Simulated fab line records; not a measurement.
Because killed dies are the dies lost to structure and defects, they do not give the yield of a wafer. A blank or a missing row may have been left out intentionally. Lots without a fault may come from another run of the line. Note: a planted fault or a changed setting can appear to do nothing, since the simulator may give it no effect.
Problem report in the 8D (eight disciplines) form, filled by code | flow n5Finfet | the parts of the form that need people (team, actions taken, sign-off) are left out

## 1. THE ISSUE
Wafers without a fault read 249.97 C, standard deviation 0.16; plateTempC at N5_BEOL_M11_COAT_63 reads a mean of 247.21 C on 6 wafers belonging to 2 lots. That is -17 standard deviations from the usual mean.
The step: time 60 s, resist thk 100 nm.
Earliest sighting: wafer L916.2 on lithoTrack-02 at day 14 03:34. The record holds 33 wafers of 11 lots with a number at this step. By rule, "out" or "out of limits" means more than 4 standard deviations away from the usual mean. The rest of the wafers with a number are treated as sound.

## 2. WHAT IT IS AND WHAT IT IS NOT
question                    | is                     | is not
which readings at this step | plateTempC             | -
which lots                  | L916, L917             | L903, L905, L907, L908, L914, L919, L924, L925, L926
which wafers of those lots  | all that have a number | -
read on which tools         | lithoTrack-02          | lithoTrack-01, lithoTrack-05
when                        | from day 14 03:34      | up to then (15 sound wafers); but 12 sound wafers of L919, L924, L925, L926 came after

## 3. THE SUSPECTS, EACH WITH WHAT RULES IT OUT
Counting: a tool at any process step up to the reading remains a suspect when it ran all the lots that are out and ran no sound lot after the first of those.
- lithoTrack-02 at N5_BEOL_M11_COAT_63 (time 60 s, resist thk 100 nm): kept. It ran every lot that is out, first L916 (day 14 03:34), and no sound lot after that; its last sound lot up to then is L914 (day 13 09:28). On those wafers its own readings are out: plateTempC.
Left after counting: lithoTrack-02 at N5_BEOL_M11_COAT_63.

## 4. THE CAUSE (what the simulator had put in)
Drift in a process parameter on lithoTrack-02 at N5_BEOL_M11_COAT_63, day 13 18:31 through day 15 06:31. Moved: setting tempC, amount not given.
This tool alone remained once counting was done.

## 5. SEQUENCE OF EFFECTS, ordered by route
Each row: a reading where the mean over the struck wafers with a number is more than 3 standard deviations away from the usual. Only readings for which the record gives a usual standard deviation are gone through. hours: the time from each lot's start at the first step in this table that gives one to its start at this step, as a median over the lots. sigmas: the change in usual standard deviations.
hours | step                | reading           | usual    | on struck wafers | change | sigmas
0     | N5_BEOL_M11_COAT_63 | heaterPowerTotalW | 500.2 W  | 493.4            | -6.8   | -3.8
0     | N5_BEOL_M11_COAT_63 | plateTempC        | 249.97 C | 247.21           | -2.76  | -17
Process steps it contains:
- N5_BEOL_M11_COAT_63: time 60 s, resist thk 100 nm.

## 6. HOW IT WOULD HAVE BEEN CAUGHT EARLIER
9 hours passed between the start of the fault at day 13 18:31 and the first reading out of limits in this record, taken at day 14 03:34.
